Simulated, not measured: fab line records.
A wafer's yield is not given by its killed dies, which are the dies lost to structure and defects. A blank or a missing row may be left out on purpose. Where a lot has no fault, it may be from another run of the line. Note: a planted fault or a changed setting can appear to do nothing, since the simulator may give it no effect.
Split-lot trial	flow n5_finfet	route with 1938 steps; 7 lots, 21 wafers read

## ON THE SPLIT
At N5_BEOL_M9_DEP_56 (deposits SiCN from 3MS/NH3, target thk 15 nm, time 26.5 s), the setting time_s was moved away from the recipe's 26.5 s on 6 of the 21 wafers read, by -8.8% to +11.2%. The other wafers ran this setting at the recipe's value.

The reading is taken at the split's own step.

## THE READING
SiCN_of_BEOL_M9_DEP_56.thk_nm (the simulator's own value, which no gauge read), in nm, at N5_BEOL_M9_DEP_56 (deposits SiCN from 3MS/NH3, target thk 15 nm, time 26.5 s). The file gives no usual value for it. Here, 15 wafers ran the recipe; their average is 15.1 nm with a standard deviation of 0.24 nm.

wafer	tool, chamber at the split	time_s as run, s	against the recipe	SiCN_of_BEOL_M9_DEP_56.thk_nm, nm	against lot-mates on the recipe
L083.2	pecvd-03, 1,1,2	26.5	recipe	15.2	-
L083.5	pecvd-03, 1,1,2	26.5	recipe	15.2	-
L083.6	pecvd-03, 1,1,2	26.5	recipe	15.2	-
L084.2	pecvd-04, 2	26.5	recipe	15.2	-
L084.4	pecvd-04, 1	29.47	+11.2%	17	+1.8
L084.5	pecvd-04, 2	29.47	+11.2%	16.8	+1.6
L086.1	pecvd-02, 0	26.5	recipe	15	-
L086.4	pecvd-02, 2	26.5	recipe	15.2	-
L086.6	pecvd-02, 1	26.5	recipe	15.4	-
L089.1	pecvd-02, 1	25.41	-4.1%	14.4	-0.6
L089.4	pecvd-02, 1	25.41	-4.1%	14.6	-0.4
L089.5	pecvd-02, 0	26.5	recipe	15	-
L091.1	pecvd-04, 2	24.16	-8.8%	13.4	-1.2
L091.2	pecvd-04, 1	26.5	recipe	14.6	-
L091.3	pecvd-04, 0	24.16	-8.8%	13.6	-1.0
L093.1	pecvd-02, 2	26.5	recipe	14.6	-
L093.4	pecvd-02, 2	26.5	recipe	14.8	-
L093.6	pecvd-02, 0	26.5	recipe	15	-
L096.4	pecvd-03, 2,0	26.5	recipe	15.2	-
L096.6	pecvd-03, 2,0	26.5	recipe	15.2	-
L096.5	pecvd-03, 1	26.5	recipe	15.4	-
Where a row lists several chambers, the file gives one row for several wafers and doesn't say which wafer went through which chamber.

THE FIT
A straight line over all 21 wafers: SiCN_of_BEOL_M9_DEP_56.thk_nm changes by +0.167 nm for each +1% of time_s; r = +0.96; the points scatter about the line by 0.23 nm.
The same after taking each lot's own level away (the mean of its wafers on the recipe; 21 wafers): +0.14 nm for each +1%; r = +0.98; scatter 0.13 nm.
On that fit, the largest move of time_s shifts the reading by 1.6 nm.
The span of the lots' own levels, 14.60 to 15.27 nm, comes to 2.8 times the standard deviation stated above.
So the lot-to-lot level changes the slope: the two fits differ.
Check: +1.5 nm against its lot-mates is what the line predicts for one of the wafers moved furthest among these (+11.2%) when that wafer is left out of the fit. It came out at +1.8 nm against them.

## FILE'S OWN FIT
SiCN_of_BEOL_M9_DEP_56.thk_nm changes by +0.14 nm for each +1% of time_s, r = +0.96.
